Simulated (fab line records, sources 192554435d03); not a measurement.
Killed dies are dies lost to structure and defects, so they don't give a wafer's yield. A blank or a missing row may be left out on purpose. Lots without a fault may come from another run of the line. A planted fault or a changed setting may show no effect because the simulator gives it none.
A struck lot beside a sound one | flow n5_finfet | 40 steps out of a route of 1938
Sound: wafers L408.1, L408.2, L408.4. Struck: wafer L415.6. (L415.2, L415.4 of the same lot were not struck and are left out.) The cause comes at the end.
At each step with rows: each side's tool, then ch and its chambers, then its first start. Under that, the readings that differ: sound wafers | struck wafers | difference of the means | sigmas: that difference in standard deviations of wafers without a fault.
alike: readings whose means differ by less than 2 such deviations, and words and numbers that are the same on both sides. not compared: withheld readings, readings that some wafer has no value for, bounds like >300 that may hide the same value, and numbers for which the record gives no deviation and whose values overlap.
The two part at a step that has a row with sigmas, a row that says differs or no value, or rows on one side only. Numbers that don't overlap but have no deviation are shown without sigmas and don't part them. A reading that every wafer of one side lacks parts them only if that side has two wafers or more.

first, 8 steps without rows for these wafers: N5_BEOL_M0_ETCH_109 (etches SiCN in CH3F/O2, target depth 8 nm, overetch 2.4 nm, time 27.4 s); N5_BEOL_M0_STRIP_139 (strips in post etch residue remover, time 60 s); N5_BEOL_M0_SRD_111 (time 30 s); N5_BEOL_M0_DEGAS_112 (time 60 s); N5_BEOL_M0_PRE_CLEAN_113 (time 30 s); N5_BEOL_M0_ALD_136 (deposits TaN, pulse time 2 s, purge time 3 s, co reactant purge time 2 s); N5_BEOL_M0_SURFACE_TREAT_137; N5_BEOL_M0_CVD_115 (deposits Co from CCTBA/H2, time 120 s).
N5_BEOL_M0_SPUTTER_116: material Cu, target thk 4 nm, time 7.37 s.
  sound on pvd_sputter-02, day 7 18:47; struck on pvd_sputter-02, day 9 02:03
  alike: throttle_valve_pct
then, 1 step without rows for these wafers: N5_BEOL_M0_ANNEAL_117 (time 60 s).
N5_BEOL_M0_SPUTTER_132: material Cu, target thk 4 nm, time 7.37 s.
  sound on pvd_sputter-02, day 7 18:54; struck on pvd_sputter-02, day 9 02:10
  alike: throttle_valve_pct
then, 1 step without rows for these wafers: N5_BEOL_M0_ANNEAL_133 (time 60 s).
N5_BEOL_M0_SPUTTER_134: material Cu, target thk 4 nm, time 7.37 s.
  sound on pvd_sputter-02, day 7 19:01; struck on pvd_sputter-02, day 9 02:17
  alike: throttle_valve_pct
then, 3 steps without rows for these wafers: N5_BEOL_M0_ANNEAL_135 (time 60 s); N5_BEOL_M0_SPUTTER_141 (material Cu, target thk 4 nm, time 7.37 s); N5_BEOL_M0_ECD_118 (material Cu, target thk 300 nm).
N5_BEOL_M0_ANNEAL_119: time 90 s.
  sound on rtp_anneal-02 ch 0, day 7 19:20; struck on rtp_anneal-02 ch 0, day 9 02:39
  alike: wafer_temp_C_max
then, 2 steps without rows for these wafers: N5_BEOL_M0_CMP_120 (polishes, stops on SiOC, t overpolish 6.9 s); N5_BEOL_M0_PRE_CLEAN_131 (time 15 s).
N5_BEOL_M0_CO_CAP_123: material Co, precursor CCTBA/H2, target thk 2 nm, time 102.1 s.
  sound on cvd_co-01 ch 0,1, day 7 20:00; struck on cvd_co-01 ch 0, day 9 03:17
  alike: heater_power_w
then, 2 steps without rows for these wafers: N5_BEOL_M0_PRE_CLEAN_124 (time 15 s); N5_BEOL_M0_DEP_125 (deposits SiCN from 3MS/NH3, target thk 8 nm, time 14 s).
N5_BEOL_M0_RS_MEAS_126: measures by four-point-probe.
  sound on film_metro-01, day 7 20:11; struck on film_metro-02, day 9 03:28
  alike: M0_RS
then, 1 step without rows for these wafers: N5_BEOL_M1_ILD_DEP_00 (deposits SiOC from DEMS/O2, target thk 79 nm, time 15.3 s).
N5_BEOL_M1_THK_MEAS_01:
  sound on film_metro-02, day 7 20:19; struck on film_metro-01, day 9 03:35
  alike: M1_ILD_THK
then, 11 steps without rows for these wafers: N5_BEOL_M1_PECVD_72 (deposits SiO2 from TEOS/O2, target thk 16 nm, time 18 s); N5_BEOL_M1_HM_DEP_02 (deposits TiN, target thk 20 nm); N5_BEOL_M1_COAT_61 (time 60 s, resist thk 60 nm); N5_BEOL_M1_COAT_62 (time 60 s, resist thk 12 nm); N5_BEOL_M1_COAT_73 (time 60 s, resist thk 5 nm); N5_BEOL_M1_COAT_05 (resist thk 30 nm); N5_BEOL_M1_EBR_07; N5_BEOL_M1_SOFTBAKE_06 (time 60 s); N5_BEOL_M1_EXPOSE_08 (exposes mask M1); N5_BEOL_M1_PEB_09 (peb time 60 s); N5_BEOL_M1_DEVELOP_10 (develop time 30 s).
N5_BEOL_M1_CD_MEAS_11: target cd 17.05 nm.
  sound on cd_sem-02 ch 0, day 7 21:17; struck on cd_sem-02 ch 0, day 9 06:22
  alike: cd_nm
N5_BEOL_M1_OVL_MEAS_12:
  sound on overlay-02 ch 0, day 7 21:19; struck on overlay-01 ch 0, day 9 06:23
  alike: M1_OVL
N5_BEOL_M1_DESCUM_16: chemistry O2, time 7 s.
  sound on rie_diel-03 ch 0,1,2, day 7 21:24; struck on rie_diel-01 ch 1, day 9 06:55
  reading                | sound             | struck | difference | sigmas
  throttle_valve_pct (%) | 20.69 20.75 20.35 | 20.00  | -0.60      | -3
  alike: drypump_motor_current_A, oes_product_au, rf_vpp_V, showerhead_plenum_p_Torr
  not compared: rf_hours_counter_h
-- the record jumps here: 5 days lie between the struck wafers' starts before and after (it left off in module BEOL_M1 and takes up again in module PASSIVATION, whose first step shown is number 1936 of the route) --
N5_PASSIVATION_PROBE_49:
  the record has rows for the struck wafers here (prober-02, day 14 18:26) and none for the sound ones

WHERE THEY PART
First at N5_BEOL_M1_DESCUM_16; last, within this record, at N5_PASSIVATION_PROBE_49.

WHY: what the simulator had put in
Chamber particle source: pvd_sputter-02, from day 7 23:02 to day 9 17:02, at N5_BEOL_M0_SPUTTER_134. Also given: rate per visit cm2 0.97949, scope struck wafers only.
